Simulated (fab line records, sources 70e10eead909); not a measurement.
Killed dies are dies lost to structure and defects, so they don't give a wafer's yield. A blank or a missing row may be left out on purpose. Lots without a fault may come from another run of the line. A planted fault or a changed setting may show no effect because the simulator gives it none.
Chamber matching | flow nand_harc | NHARC_A_STAIRCASE_CMP_152 on cmp-03: 4 sister chambers
The step polishes. 4 wafers are shown with their chamber, then 7 later ones without.

WAFERS WITH THEIR CHAMBER
wafer  | chamber | motor_current_A (A)
L089.3 | 1       | 12.0
L089.4 | 3       | 12.5
L087.1 | 0       | 10.7
L087.2 | 2       | 12.1

WAFERS WITHOUT THEIR CHAMBER
wafer  | motor_current_A (A)
L087.3 | 11.4
L087.4 | 13.1
L087.5 | 12.9
L087.6 | 12.7
L093.4 | 13.6
L093.5 | 12.4
L093.6 | 12.6

WHICH CHAMBER EACH WENT THROUGH
wafer  | from the rows above               | in truth
L087.3 | can't be placed: 1 or 2 or 0 or 3 | 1
L087.4 | can't be placed: 3 or 2 or 1      | 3
L087.5 | can't be placed: 3 or 2 or 1      | 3
L087.6 | can't be placed: 3 or 2 or 1      | 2
L093.4 | can't be placed: 3 or 2 or 1      | 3
L093.5 | can't be placed: 3 or 2 or 1      | 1
L093.6 | can't be placed: 3 or 2 or 1      | 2
Placed correctly: 0 of 7. Can't be placed from these rows: 7 (the true chamber is among the candidates in 7). Placed wrongly: 0.
How it was worked out, from the rows above alone: a wafer's distance from a chamber is the root of the sum, over the readings, of the square of ((its reading less the chamber's mean) divided by the reading's scatter). The wafer belongs to the nearest chamber; if the next one is less than 2 further off, it can't be placed. A chamber's mean is the mean of its shown wafers. The scatter: with one shown wafer a chamber, the root of the mean of the squares of how far each hidden wafer lies from its nearest shown one.
